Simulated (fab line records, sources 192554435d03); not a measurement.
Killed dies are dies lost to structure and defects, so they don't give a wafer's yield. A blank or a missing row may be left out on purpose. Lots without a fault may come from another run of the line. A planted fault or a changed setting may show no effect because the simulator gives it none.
Chamber matching | flow n5_finfet | N5_BEOL_M3_PECVD_72 on pecvd-02: 3 sister chambers
The step deposits SiO2 from TEOS/O2, target thk 16 nm, time 18 s. 14 wafers are shown with their chamber, then 7 later ones without.

WAFERS WITH THEIR CHAMBER
wafer  | chamber | throttle_valve_pct (%) | showerhead_plenum_p_Torr (Torr) | heater_power_w (W)
L074.2 | 1       | 22.7                   | 8.86                            | 838
L074.3 | 2       | 22.8                   | 8.89                            | 719
L074.5 | 0       | 24.8                   | 8.73                            | 669
L077.2 | 1       | 22.7                   | 8.86                            | 819
L077.5 | 1       | 22.5                   | 8.85                            | 811
L077.6 | 2       | 22.8                   | 8.83                            | 722
L078.3 | 2       | 22.7                   | 8.85                            | 709
L078.5 | 2       | 22.5                   | 8.84                            | 724
L078.6 | 1       | 22.4                   | 8.86                            | 692
L080.2 | 2       | 23.0                   | 8.84                            | 624
L080.3 | 0       | 24.6                   | 8.75                            | 783
L080.6 | 2       | 23.0                   | 8.82                            | 624
L082.1 | 0       | 24.6                   | 8.74                            | 792
L082.2 | 1       | 22.4                   | 8.86                            | 697

SIGNATURES (means of the wafers above)
reading                  | chamber 0 | chamber 1 | chamber 2 | scatter within a chamber
throttle_valve_pct       | 24.667    | 22.540    | 22.800    | 0.165
showerhead_plenum_p_Torr | 8.7400    | 8.8580    | 8.8450    | 0.0171
heater_power_w           | 748.00    | 771.40    | 687.00    | 61.5
Rule: a wafer's distance from a chamber is the root of the sum, over the readings, of the square of ((its reading less the chamber's mean) divided by the reading's scatter). The wafer belongs to the nearest chamber; if the next one is less than 2 further off, it can't be placed. The scatter: the root of (the sum of the squares of (reading less its chamber's mean) over the shown wafers, divided by (wafers less chambers)).

WAFERS WITHOUT THEIR CHAMBER
wafer  | throttle_valve_pct (%) | showerhead_plenum_p_Torr (Torr) | heater_power_w (W)
L082.5 | 24.6                   | 8.73                            | 773
L088.1 | 24.4                   | 8.72                            | 776
L088.3 | 22.7                   | 8.83                            | 636
L088.5 | 22.9                   | 8.83                            | 632
L092.1 | 22.5                   | 8.86                            | 777
L092.2 | 24.5                   | 8.73                            | 770
L092.3 | 22.8                   | 8.85                            | 694

WHICH CHAMBER EACH WENT THROUGH
wafer  | from the rows above     | in truth
L082.5 | 0                       | 0
L088.1 | 0                       | 0
L088.3 | can't be placed: 2 or 1 | 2
L088.5 | 2                       | 2
L092.1 | 1                       | 1
L092.2 | 0                       | 0
L092.3 | can't be placed: 2 or 1 | 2
Placed correctly: 5 of 7. Can't be placed from these rows: 2 (the true chamber is among the candidates in 2). Placed wrongly: 0.
